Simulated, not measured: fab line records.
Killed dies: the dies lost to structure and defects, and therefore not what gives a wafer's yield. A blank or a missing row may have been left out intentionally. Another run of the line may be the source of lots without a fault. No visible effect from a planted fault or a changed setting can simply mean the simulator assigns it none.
fab line records	flow n5-finfet
[record] lots = 6	wafers = 18	last-day = 17
route steps=1938 shown BEOL_M14@1752 PASSIVATION@1936
lots that met no fault: taken from a fault-free run of the same line
start-h: the number of hours between the record's first day and the start of the first shown wafer of the lot	wait-h: hours from the lot's prior step to this one	" as in the row above	L1.1+2: several wafers, shown together as one row	- no value, or no start given	* or withheld: withheld	< > ~ a bound
route shown NAME@n: a module of which the file shows steps, and the number in the route of the first	usual: average and standard deviation across the fault-free wafers	same: alike in all rows	chamber/n: place in a boat	sites: each site's reading	_std_site: the standard deviation of these	_edge_site: outer sites' mean less inner sites'	radius-mm: for every site, how far away it sits from the centre of the wafer	mask NAME#n: copy n	behind: the most recent tool/chamber to have shaped the wafer	hold: what put the lot on hold/how long, in hours/how the hold closed	device: the transistor (n, p or np) that didn't switch	end of line: the route-end tests of the same wafers	a step with no rows: only its recipe	killed: dies that structure and defects cost at the first sort, which is not the same as the wafer's yield	map: per-die view of a wafer (x killed, . not killed, _ where there is no die)
set.NAME: the setting the step ran with; set.NAME@STEP: the setting that earlier step ran with	model.NAME: the simulator's own value behind a step, which no gauge read
certain route steps with their lots: each step a table, each wafer a row
services: a tool's chamber out of use, with start hour (start-h, from the record's first day; less than 0 if before it), hours out, and reason
[[steps]]
[step N5_BEOL_M14_STRIP_69]
[recipe] chemistry = N2/H2	temp-c = 40	n2-flow-sccm = 200	h2-flow-sccm = 200	rf-frequency-hz = 6e+07
[step N5_BEOL_M14_TRENCH_ETCH_34]
[recipe] chemistry = C4F8/O2/Ar	target = SiO2	target-depth-a = 5566.5	mask-material = SOC	he-inner-torr = 15	he-outer-torr = 30	time-s = 126.9	ion-energy-ev = 800	pressure-mtorr = 20	source-w = 1905	bias-w = 2040	Ar_flow_sccm = 400	C4F8_flow_sccm = 16	O2_flow_sccm = 12
[step N5_BEOL_M14_STRIP_70]
[recipe] chemistry = C4F8/O2/Ar	resist = SiARC	rf-frequency-hz = 6e+07
[step N5_BEOL_M14_OCD_MEAS_35]
[usual] trench-depth-nm = 551/15
lot.wafer	tool	chamber	start-h	wait-h	trench-depth-nm
L468.1	ocd-02	-	291.85	0.0	549
L468.2	"	-	"	"	520
L468.5	"	-	"	"	552
L469.2	ocd-02	-	293.31	0.0	529
L469.3	"	-	"	"	555
L469.4	"	-	"	"	562
L470.2	ocd-02	-	321.58	0.0	550
L470.3	"	-	"	"	568
L470.5	"	-	"	"	570
L472.2	ocd-02	-	321.65	0.0	554
L472.4	"	-	"	"	525
L472.6	"	-	"	"	556
L481.2	ocd-01	-	375.94	0.0	552
L481.3	"	-	"	"	558
L481.4	"	-	"	"	553
L482.3	ocd-02	-	376.07	0.0	565
L482.4	"	-	"	"	548
L482.5	"	-	"	"	568
[step N5_BEOL_M14_STRIP_37]
[recipe] chemistry = O2	power-w = 600	temp-c = 60	pressure-mtorr = 30	rf-frequency-hz = 6e+07	bias-power-w = 0	overash-fraction = 0.3	o2-flow-sccm = 225
[step N5_BEOL_M14_ETCH_38]
[recipe] chemistry = CF4/N2	target = SiCN	target-depth-a = 1065	taper-deg = 2	time-s = 120.6	ion-energy-ev = 150	mask-material = SiO2	pressure-mtorr = 40	source-w = 430	bias-w = 70	Ar_flow_sccm = 100	cf4-flow-sccm = 60	n2-flow-sccm = 60
[usual] cf4-flow-sccm = 59.98/0.18	chamber-pressure-mTorr = 39.99/0.038	drypump-motor-current-A = 5.9/0.4	oes-product-au = 0.83/0.076	rf-vpp-V = 382.6/2.1	showerhead-plenum-p-Torr = 2.22/0.079	throttle-valve-pct = 15.36/0.23
lot.wafer	tool	chamber	start-h	wait-h	cf4-flow-sccm	chamber-pressure-mTorr	drypump-motor-current-A	oes-product-au	rf-hours-counter-h	rf-vpp-V	showerhead-plenum-p-Torr	throttle-valve-pct
L468.1	rie-diel-04	1	-	-	60.05	40.04	6.4	0.83	78	384.6	2.31	15.56
L468.2	"	3	"	"	59.90	39.99	6.0	0.95	7	383.3	2.26	15.33
L468.5	"	2	"	"	60.01	40.00	5.9	0.91	-	386.8	2.34	15.02
L469.2	rie-diel-03	0	-	-	60.08	40.05	5.8	0.82	77	380.9	2.14	15.44
L469.3	"	3	"	"	59.85	40.02	6.3	0.69	266	383.3	2.16	15.69
L469.4	"	2	"	"	60.26	39.95	6.6	0.79	96	380.6	2.15	15.31
L470.2	rie-diel-04	3	-	-	59.98	40.02	6.0	0.92	15	382.4	2.25	15.36
L470.3	"	0	"	"	60.18	39.93	5.7	0.86	60	379.6	2.15	15.55
L470.5	"	1	"	"	59.92	39.98	6.4	0.81	-	384.1	2.31	15.57
L472.2	rie-diel-04	2	-	-	60.41	40.03	5.9	0.90	45	385.4	2.34	15.03
L472.4	"	1	"	"	60.13	39.99	6.4	0.81	89	384.5	2.31	15.57
L472.6	"	0	"	"	60.06	39.98	5.6	0.86	-	381.0	2.15	15.53
L481.2	rie-diel-03	1	-	-	60.16	39.99	5.1	0.88	37	380.6	2.16	15.17
L481.3	"	2	"	"	60.07	39.99	6.6	0.75	127	379.8	2.14	15.37
L481.4	"	3	"	"	60.09	40.00	6.3	0.94	21	381.3	2.16	15.19
L482.3	rie-diel-03	3	-	-	60.16	39.98	6.3	0.94	21	381.0	2.16	15.18
L482.4	"	0	"	"	60.22	39.94	5.8	0.78	107	381.9	2.13	15.50
L482.5	"	3	"	"	59.80	40.06	6.3	0.93	-	380.7	2.16	15.19
[step N5_BEOL_M14_PRECLEAN_39]
[recipe] chemistry = residue-remover	time-s = 60	temp-c = 40
[step N5_BEOL_M14_SRD_40]
[recipe] time-s = 30	temp-c = 23	rinse-liquid = diw	dry = n2-spin	spin-rpm = 1500	dry-time-s = 30
[step N5_BEOL_M14_DEGAS_41]
[recipe] ambient = vacuum	temp-c = 300	time-s = 60
[usual] heater-power-w = 447/33
lot.wafer	tool	chamber	start-h	wait-h	heater-power-w
L468.1	pvd-sputter-02	-	292.98	0.5	395
L468.2	"	-	"	"	431
L468.5	"	-	"	"	471
L469.2	pvd-sputter-01	-	293.79	0.2	421
L469.3	"	-	"	"	445
L469.4	"	-	"	"	484
L470.2	pvd-sputter-02	-	322.66	0.6	419
L470.3	"	-	"	"	434
L470.5	"	-	"	"	392
L472.2	pvd-sputter-02	-	323.66	0.5	429
L472.4	"	-	"	"	397
L472.6	"	-	"	"	429
L481.2	pvd-sputter-01	-	377.71	0.5	413
L481.3	"	-	"	"	450
L481.4	"	-	"	"	505
L482.3	pvd-sputter-01	-	378.19	0.6	452
L482.4	"	-	"	"	413
L482.5	"	-	"	"	413
[step N5_BEOL_M14_PRE_CLEAN_42]
[recipe] gas = H2/He	time-s = 30	temp-c = 300
[usual] heater-power-w = 447/35
lot.wafer	tool	chamber	start-h	wait-h	heater-power-w
L468.1	pvd-sputter-02	-	293.02	0.0	393
L468.2	"	-	"	"	429
L468.5	"	-	"	"	475
L469.2	pvd-sputter-01	-	293.83	0.0	406
L469.3	"	-	"	"	446
L469.4	"	-	"	"	495
L470.2	pvd-sputter-02	-	322.70	0.0	417
L470.3	"	-	"	"	421
L470.5	"	-	"	"	380
L472.2	pvd-sputter-02	-	323.70	0.0	427
L472.4	"	-	"	"	397
L472.6	"	-	"	"	421
L481.2	pvd-sputter-01	-	377.75	0.0	407
L481.3	"	-	"	"	444
L481.4	"	-	"	"	490
L482.3	pvd-sputter-01	-	378.23	0.0	468
L482.4	"	-	"	"	405
L482.5	"	-	"	"	414
[step N5_BEOL_M14_SPUTTER_43]
[recipe] material = TaN	target-thk-a = 150	temp-c = 50	bias-v = 168.6	power-w = 15000	chamber-pressure-pa = 0.12	time-s = 24.19
[usual] cathode-dc-power-W = 15000/2.7	chamber-pressure-pa = 0.12/0.00025	substrate-temp-c = 49.98/0.11	throttle-valve-pct = 29.9/1.2
lot.wafer	tool	chamber	start-h	wait-h	cathode-dc-power-W	chamber-pressure-pa	substrate-temp-c	throttle-valve-pct
L468.1	pvd-sputter-02	-	293.06	0.0	15001	0.12022	49.92	28.7
L468.2	"	-	"	"	14999	0.1198	49.87	28.7
L468.5	"	-	"	"	14996	0.12008	49.90	30.7
L469.2	pvd-sputter-01	-	293.87	0.0	14996	0.12026	50.04	30.2
L469.3	"	-	"	"	14997	0.12035	49.95	31.7
L469.4	"	-	"	"	15000	0.12029	50.23	30.3
L470.2	pvd-sputter-02	-	322.74	0.0	15000	0.11984	50.15	30.9
L470.3	"	-	"	"	15000	0.11994	50.00	28.6
L470.5	"	-	"	"	15000	0.11984	49.89	28.7
L472.2	pvd-sputter-02	-	323.74	0.0	15003	0.1195	50.21	28.7
L472.4	"	-	"	"	15004	0.11975	50.04	28.8
L472.6	"	-	"	"	15000	0.11956	50.22	28.9
L481.2	pvd-sputter-01	-	377.79	0.0	14999	0.11995	49.89	30.1
L481.3	"	-	"	"	15000	0.12026	50.11	31.9
L481.4	"	-	"	"	15002	0.12001	50.06	30.4
L482.3	pvd-sputter-01	-	378.27	0.0	14996	0.11962	50.03	28.0
L482.4	"	-	"	"	14998	0.11964	49.99	30.3
L482.5	"	-	"	"	14996	0.11994	49.91	30.1
[step N5_BEOL_M14_SPUTTER_44]
[recipe] material = Ta	target-thk-a = 150	temp-c = 50	bias-v = 80	power-w = 15000	chamber-pressure-pa = 0.07	time-s = 24.19
[usual] cathode-dc-power-W = 15000/2.5	chamber-pressure-pa = 0.06999/0.00014	substrate-temp-c = 50.00/0.12	throttle-valve-pct = 29.9/1.3
lot.wafer	tool	chamber	start-h	wait-h	cathode-dc-power-W	chamber-pressure-pa	substrate-temp-c	throttle-valve-pct
L468.1	pvd-sputter-02	-	293.14	0.0	15005	0.06988	49.96	28.8
L468.2	"	-	"	"	14998	0.07012	50.23	28.6
L468.5	"	-	"	"	14995	0.07006	50.03	30.8
L469.2	pvd-sputter-01	-	293.95	0.0	14996	0.06998	49.89	29.8
L469.3	"	-	"	"	14999	0.06983	50.16	32.1
L469.4	"	-	"	"	15004	0.06988	50.28	30.5
L470.2	pvd-sputter-02	-	322.82	0.0	15002	0.07005	50.09	30.8
L470.3	"	-	"	"	14996	0.06976	49.87	28.7
L470.5	"	-	"	"	15004	0.07005	50.12	28.8
L472.2	pvd-sputter-02	-	323.82	0.0	15004	0.06993	50.04	28.6
L472.4	"	-	"	"	15000	0.0697	49.98	28.8
L472.6	"	-	"	"	15003	0.07008	50.10	28.5
L481.2	pvd-sputter-01	-	377.87	0.0	14999	0.06995	49.81	30.0
L481.3	"	-	"	"	15003	0.06994	49.86	31.7
L481.4	"	-	"	"	14998	0.06992	50.14	30.3
L482.3	pvd-sputter-01	-	378.35	0.0	15002	0.07012	50.25	27.7
L482.4	"	-	"	"	14996	0.06992	49.83	30.5
L482.5	"	-	"	"	15004	0.06995	49.94	30.0
[step N5_BEOL_M14_SPUTTER_45]
[recipe] material = Cu	target-thk-a = 1000	temp-c = -20	bias-v = 60	power-w = 26000	chamber-pressure-pa = 0.13	time-s = 16.67
[usual] cathode-dc-power-W = 26000/5	chamber-pressure-pa = 0.13002/0.00027	substrate-temp-c = -20.01/0.11	throttle-valve-pct = 29.9/1.2
lot.wafer	tool	chamber	start-h	wait-h	cathode-dc-power-W	chamber-pressure-pa	substrate-temp-c	throttle-valve-pct
L468.1	pvd-sputter-02	-	293.22	0.0	26003	0.12985	-20.07	28.7
L468.2	"	-	"	"	26005	0.13009	-20.27	28.6
L468.5	"	-	"	"	26002	0.12957	-20.00	30.6
L469.2	pvd-sputter-01	-	294.03	0.0	25998	0.1304	-20.05	30.2
L469.3	"	-	"	"	25995	0.1297	-20.18	32.0
L469.4	"	-	"	"	25991	0.12976	-19.92	30.1
L470.2	pvd-sputter-02	-	322.90	0.0	25996	0.12998	-19.93	30.5
L470.3	"	-	"	"	23898	0.12982	-19.89	28.5
L470.5	"	-	"	"	26000	0.13028	-19.87	28.8
L472.2	pvd-sputter-02	-	323.90	0.0	23910	0.13015	-19.94	28.6
L472.4	"	-	"	"	26001	0.13001	-20.07	28.9
L472.6	"	-	"	"	23891	0.13024	-20.08	28.5
L481.2	pvd-sputter-01	-	377.95	0.0	26003	0.12998	-19.97	30.3
L481.3	"	-	"	"	26005	0.13015	-19.81	31.8
L481.4	"	-	"	"	26005	0.13035	-19.91	30.3
L482.3	pvd-sputter-01	-	378.43	0.0	26004	0.13023	-20.09	27.9
L482.4	"	-	"	"	26002	0.1299	-19.85	30.1
L482.5	"	-	"	"	26005	0.13005	-19.79	30.0
[step N5_BEOL_M14_ECD_47]
[recipe] material = Cu	target-thk-a = 12480
[step N5_PASSIVATION_PROBE_49]
[usual] defect-limited-yield = 91.4/1.6	killed_at_M0_to_M3 = 34/10	killed_at_M4_up = 12/4.8	killed-at-contacts = 11/6.2	killed-at-front-end = 39/13	killed-at-other = 4/3.1	killed-dies = 101/19	killed-open = 67/14	killed-short = 32/8.3	sort_bin_5_function = 5.0/1	sort_bin_6_memory = 3.2/0.76	sort_bin_8_speed = 0.00/0.026	sort-n-pass = 1079/19	sort-yield-pct = 91.4/1.6
[same] gross-dies = 1180	killed-at-back-side = 0	sort_bin_4_leakage[%] = 0
lot.wafer	tool	chamber	start-h	wait-h	defect-limited-yield[%]	killed_at_M0_to_M3	killed_at_M4_up	killed-at-contacts	killed-at-front-end	killed-at-other	killed-dies	killed-open	killed-short	sort_bin_5_function[%]	sort_bin_6_memory[%]	sort_bin_8_speed[%]	sort-n-pass	sort-yield-pct[%]
L468.1	prober-02	-	318.97	0.0	93.5	32	6	7	25	7	77	59	18	4.2	2.3	0	1103	93.5
L468.2	prober-02	-	319.02	0.1	93.6	26	7	3	32	8	76	58	18	3.6	2.7	0	1104	93.6
L468.5	prober-02	-	319.17	0.2	92.1	45	7	11	24	6	93	59	34	4.2	3.3	0	1087	92.1
L469.2	prober-01	-	319.25	0.1	92.7	30	16	9	26	5	86	54	30	4.6	2.6	0	1094	92.7
L469.3	prober-01	-	319.30	0.1	94.5	31	10	7	16	1	65	40	23	3.6	1.7	0	1115	94.5
L469.4	prober-01	-	319.35	0.2	95.3	15	18	3	19	1	56	42	12	3.0	1.7	0	1124	95.3
L470.2	prober-01	-	347.38	0.1	91.9	36	12	7	38	3	96	54	41	4.3	3.3	0	1084	91.9
L470.3	prober-01	-	347.43	0.1	91.6	36	20	10	31	2	99	62	37	5.4	2.7	0	1081	91.6
L470.5	prober-01	-	347.53	0.2	91.4	39	2	13	43	5	102	56	42	5.4	2.8	0	1078	91.4
L472.2	prober-01	-	349.40	0.2	90.8	30	14	11	52	1	108	76	31	5.6	3.4	0.08	1071	90.8
L472.4	prober-01	-	349.50	0.3	90.9	24	16	5	54	8	107	68	35	5.0	3.5	0	1073	90.9
L472.6	prober-01	-	349.60	0.4	91.4	36	13	10	36	6	101	57	38	5.1	3.1	0	1079	91.4
L481.2	prober-02	-	398.51	0.1	93.7	38	11	4	18	3	74	56	17	3.5	2.5	0	1106	93.7
L481.3	prober-02	-	398.56	0.1	92.3	33	16	8	31	3	91	60	29	4.6	2.9	0	1089	92.3
L481.4	prober-02	-	398.61	0.2	93.2	34	11	3	26	6	80	57	23	3.9	2.9	0	1100	93.2
L482.3	prober-01	-	402.53	0.1	90.8	45	13	5	38	8	109	69	40	4.7	4.2	0	1071	90.8
L482.4	prober-01	-	402.58	0.2	90.9	42	9	8	45	3	107	77	27	5.2	3.6	0	1073	90.9
L482.5	prober-01	-	402.63	0.2	91.6	39	6	10	42	2	99	57	41	5.8	2.4	0	1081	91.6
// killed by level:class
L468.1 BEOL_M2:geometric-particle:open=7 MOL_CONTACT_COAG:geometric-particle:open=6 BEOL_M3:geometric-particle:open=6 STI_FIN_REVEAL:geometric-particle:open=5 BEOL_M0:geometric-particle:open=5 GATE_CUT:geometric-particle:open=4 STARTING-WAFER:geometric-particle:open=4 ILD0:geometric-particle:open=3
L468.2 STI_FIN_REVEAL:geometric-particle:open=8 BEOL_M1:geometric-particle:open=7 PAD_METAL:geometric-particle:open=7 FIN_SAQP:geometric-particle:open=5 BEOL_M1:geometric-particle:short=5 BEOL_M3:geometric-particle:open=5 BEOL_M0_SAQP:geometric-particle:open=3 MOL_CONTACT_COAG:geometric-particle:open=3
L468.5 BEOL_M0:geometric-particle:open=8 BEOL_M1:geometric-particle:open=8 MOL_CONTACT_COAG:geometric-particle:open=7 BEOL_M1:geometric-particle:short=6 BEOL_M2:geometric-particle:open=6 BEOL_M3:geometric-particle:open=5 FIN_SAQP:geometric-particle:short=4 MOL_CONTACT_COAG:geometric-particle:short=4
L469.2 BEOL_M0_SAQP:geometric-particle:open=10 MOL_CONTACT_COAG:geometric-particle:open=8 BEOL_M0_SAQP:geometric-particle:short=8 BEOL_M4:geometric-particle:open=8 FIN_SAQP:geometric-particle:open=6 FIN_SAQP:geometric-particle:short=5 GATE_CUT:geometric-particle:short=5 BEOL_M1:geometric-particle:open=4
L469.3 BEOL_M0_SAQP:geometric-particle:short=12 MOL_CONTACT_COAG:geometric-particle:open=7 BEOL_M0_SAQP:geometric-particle:open=7 BEOL_M2:geometric-particle:open=7 BEOL_M7:geometric-particle:open=4 FIN_SAQP:geometric-particle:short=2 STI_FIN_REVEAL:geometric-particle:open=2 ILD0:geometric-particle:short=2
L469.4 BEOL_M4:geometric-particle:open=9 BEOL_M0_SAQP:geometric-particle:open=5 STARTING-WAFER:geometric-particle:open=5 BEOL_M2:geometric-particle:open=4 FIN_SAQP:geometric-particle:open=3 STI_FIN_REVEAL:geometric-particle:open=3 MOL_CONTACT_COAG:geometric-particle:open=3 BEOL_M0_SAQP:geometric-particle:short=3
L470.2 BEOL_M0_SAQP:geometric-particle:open=14 BEOL_M0_SAQP:geometric-particle:short=8 STARTING-WAFER:geometric-particle:short=6 BEOL_M4:geometric-particle:open=5 GATE_CUT:geometric-particle:short=5 BEOL_M1:geometric-particle:short=5 FIN_SAQP:geometric-particle:open=4 FIN_SAQP:geometric-particle:short=4
L470.3 BEOL_M0_SAQP:geometric-particle:open=8 BEOL_M0_SAQP:geometric-particle:short=8 MOL_CONTACT_COAG:geometric-particle:open=7 FIN_SAQP:geometric-particle:open=6 STI_FIN_REVEAL:geometric-particle:open=6 BEOL_M1:geometric-particle:open=6 BEOL_M3:geometric-particle:open=6 BEOL_M4:geometric-particle:open=6
L470.5 FIN_SAQP:geometric-particle:short=8 BEOL_M0_SAQP:geometric-particle:open=8 FIN_SAQP:geometric-particle:open=7 MOL_CONTACT_COAG:geometric-particle:open=7 BEOL_M0_SAQP:geometric-particle:short=7 BEOL_M2:geometric-particle:open=7 BEOL_M3:geometric-particle:open=6 STI_FIN_REVEAL:geometric-particle:open=6
L472.2 STI_FIN_REVEAL:geometric-particle:open=27 MOL_CONTACT_COAG:geometric-particle:open=11 STI_FIN_REVEAL:geometric-particle:short=6 BEOL_M0_SAQP:geometric-particle:short=6 BEOL_M4:geometric-particle:open=6 BEOL_M0_SAQP:geometric-particle:open=5 FIN_SAQP:geometric-particle:short=4 DUMMY_GATE:geometric-particle:open=4
L472.4 STI_FIN_REVEAL:geometric-particle:open=21 BEOL_M4:geometric-particle:open=13 BEOL_M0_SAQP:geometric-particle:short=8 BEOL_M0_SAQP:geometric-particle:open=8 STI_FIN_REVEAL:geometric-particle:short=5 DUMMY_GATE:geometric-particle:open=5 BEOL_M1:geometric-particle:open=5 MOL_CONTACT_COAG:geometric-particle:open=4
L472.6 STI_FIN_REVEAL:geometric-particle:open=14 BEOL_M0_SAQP:geometric-particle:short=10 MOL_CONTACT_COAG:geometric-particle:open=9 BEOL_M0_SAQP:geometric-particle:open=6 BEOL_M3:geometric-particle:open=5 DUMMY_GATE:geometric-particle:open=4 GATE_CUT:geometric-particle:short=4 BEOL_M1:geometric-particle:open=4
L481.2 BEOL_M1:geometric-particle:open=14 BEOL_M2:geometric-particle:open=8 BEOL_M4:geometric-particle:open=8 BEOL_M3:geometric-particle:open=5 MOL_CONTACT_COAG:geometric-particle:open=4 DUMMY_GATE:geometric-particle:open=3 BEOL_M0_SAQP:geometric-particle:short=3 BEOL_M3:geometric-particle:short=3
L481.3 BEOL_M3:geometric-particle:open=10 FIN_SAQP:geometric-particle:short=9 MOL_CONTACT_COAG:geometric-particle:open=7 BEOL_M0_SAQP:geometric-particle:open=5 BEOL_M1:geometric-particle:open=5 FIN_CUT:geometric-particle:open=4 GATE_CUT:geometric-particle:short=4 BEOL_M2:geometric-particle:open=4
L481.4 FIN_SAQP:geometric-particle:open=10 BEOL_M3:geometric-particle:open=7 BEOL_M2:geometric-particle:open=6 BEOL_M2:geometric-particle:short=5 BEOL_M4:geometric-particle:open=5 STI_FIN_REVEAL:geometric-particle:open=4 BEOL_M0:geometric-particle:open=4 BEOL_M1:geometric-particle:open=4
L482.3 BEOL_M1:geometric-particle:open=15 STI_FIN_REVEAL:geometric-particle:open=10 BEOL_M0_SAQP:geometric-particle:short=9 FIN_SAQP:geometric-particle:open=6 BEOL_M0_SAQP:geometric-particle:open=6 FIN_SAQP:geometric-particle:short=5 BEOL_M2:geometric-particle:open=5 BEOL_M4:geometric-particle:open=5
L482.4 STI_FIN_REVEAL:geometric-particle:open=22 BEOL_M1:geometric-particle:open=15 BEOL_M3:geometric-particle:open=8 BEOL_M0_SAQP:geometric-particle:short=7 STARTING-WAFER:geometric-particle:short=6 MOL_CONTACT_COAG:geometric-particle:open=6 BEOL_M0_SAQP:geometric-particle:open=5 BEOL_M4:geometric-particle:open=5
L482.5 BEOL_M0_SAQP:geometric-particle:short=11 MOL_CONTACT_COAG:geometric-particle:open=9 BEOL_M1:geometric-particle:open=9 FIN_SAQP:geometric-particle:short=6 STI_FIN_REVEAL:geometric-particle:open=6 FIN_SAQP:geometric-particle:open=5 STI_FIN_REVEAL:geometric-particle:short=4 DUMMY_GATE:geometric-particle:open=4
[[services]]
tool	chamber	start-h	hours	kind
rie-diel-03	3	293.99	9.0	repair
rie-diel-04	3	294.36	5.3	repair
rie-diel-03	2	317.61	2.5	repair
pvd-sputter-01	-	363.54	2.5	repair
[[key]]
[first-sign] step = N5_BEOL_M14_SPUTTER_45	reading = cathode-dc-power-W	direction = down	sigmas = 99+	usual = *	struck = *
effect none on later readings
met-at N5_BEOL_M14_SPUTTER_45
struck-wafers L470.3,L472.2,L472.6
onset-between 293.22 322.90
[fault] kind = process-parameter-drift	tool = pvd-sputter-02	chamber = -	onset-h = 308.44	steps = N5_BEOL_M14_SPUTTER_45	channel = power-w	offset = *	shape = step	end-h = 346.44	acts-in = *	stated = *	scope = struck-wafers-only
